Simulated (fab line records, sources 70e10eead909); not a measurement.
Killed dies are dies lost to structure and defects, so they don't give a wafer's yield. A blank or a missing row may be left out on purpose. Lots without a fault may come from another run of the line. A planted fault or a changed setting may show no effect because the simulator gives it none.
Chamber matching | flow nand_harc | NHARC_P_CONTACT_CMP_24 on cmp-02: 4 sister chambers
The step polishes, t overpolish 30 s, target thk 200 nm. 20 wafers are shown with their chamber, then 10 later ones without.

WAFERS WITH THEIR CHAMBER
wafer  | chamber | motor_current_A (A) | time_to_endpoint_s (s) | overpolish_run_s (s)
L074.2 | 3       | 12.7                | 38.3                   | 29.993
L074.4 | 1       | 10.4                | 41.8                   | 29.991
L074.6 | 3       | 11.8                | 37.1                   | 29.990
L077.1 | 2       | 11.3                | 42.6                   | 29.999
L077.3 | 0       | 11.6                | 38.2                   | 29.997
L077.5 | 2       | 10.8                | 41.0                   | 29.991
L080.4 | 2       | 11.6                | 39.2                   | 29.993
L080.5 | 1       | 11.0                | 36.1                   | 29.993
L080.6 | 0       | 11.1                | 33.8                   | 30.006
L082.1 | 2       | 11.1                | 39.8                   | 29.975
L082.2 | 0       | 11.5                | 37.2                   | 29.997
L082.4 | 3       | 12.6                | 32.3                   | 30.003
L084.1 | 1       | 11.5                | 37.2                   | 29.996
L084.2 | 3       | 12.9                | 32.6                   | 30.019
L084.3 | 0       | 11.1                | 37.9                   | 30.006
L087.1 | 2       | 10.5                | 39.1                   | 30.000
L087.2 | 1       | 11.9                | 39.1                   | 29.999
L087.6 | 2       | 11.2                | 38.0                   | 29.994
L088.1 | 0       | 11.8                | 41.5                   | 30.016
L088.5 | 3       | 12.0                | 35.5                   | 30.006

SIGNATURES (means of the wafers above)
reading            | chamber 0 | chamber 1 | chamber 2 | chamber 3 | scatter within a chamber
motor_current_A    | 11.420    | 11.200    | 11.083    | 12.400    | 0.454
time_to_endpoint_s | 37.720    | 38.550    | 39.950    | 35.160    | 2.38
overpolish_run_s   | 30.00440  | 29.99475  | 29.99200  | 30.00220  | 0.00875
Rule: a wafer's distance from a chamber is the root of the sum, over the readings, of the square of ((its reading less the chamber's mean) divided by the reading's scatter). The wafer belongs to the nearest chamber; if the next one is less than 2 further off, it can't be placed. The scatter: the root of (the sum of the squares of (reading less its chamber's mean) over the shown wafers, divided by (wafers less chambers)).

WAFERS WITHOUT THEIR CHAMBER
wafer  | motor_current_A (A) | time_to_endpoint_s (s) | overpolish_run_s (s)
L088.6 | 11.7                | 40.7                   | 30.007
L094.2 | 13.1                | 31.9                   | 29.992
L094.4 | 11.8                | 37.3                   | 30.014
L094.5 | 12.0                | 39.1                   | 29.995
L095.1 | 12.7                | 35.8                   | 30.004
L095.4 | 10.6                | 40.2                   | 29.998
L095.5 | 10.7                | 40.0                   | 29.999
L096.2 | 11.9                | 37.9                   | 30.006
L096.4 | 11.4                | 39.8                   | 30.001
L096.5 | 11.8                | 39.1                   | 30.012

WHICH CHAMBER EACH WENT THROUGH
wafer  | from the rows above               | in truth
L088.6 | can't be placed: 0 or 1 or 2 or 3 | 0
L094.2 | 3                                 | 3
L094.4 | can't be placed: 0 or 3 or 1 or 2 | 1
L094.5 | can't be placed: 0 or 1 or 3 or 2 | 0
L095.1 | 3                                 | 3
L095.4 | can't be placed: 2 or 1 or 0      | 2
L095.5 | can't be placed: 2 or 1 or 0      | 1
L096.2 | can't be placed: 0 or 3 or 1 or 2 | 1
L096.4 | can't be placed: 0 or 1 or 2 or 3 | 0
L096.5 | can't be placed: 0 or 1 or 3 or 2 | 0
Placed correctly: 2 of 10. Can't be placed from these rows: 8 (the true chamber is among the candidates in 8). Placed wrongly: 0.
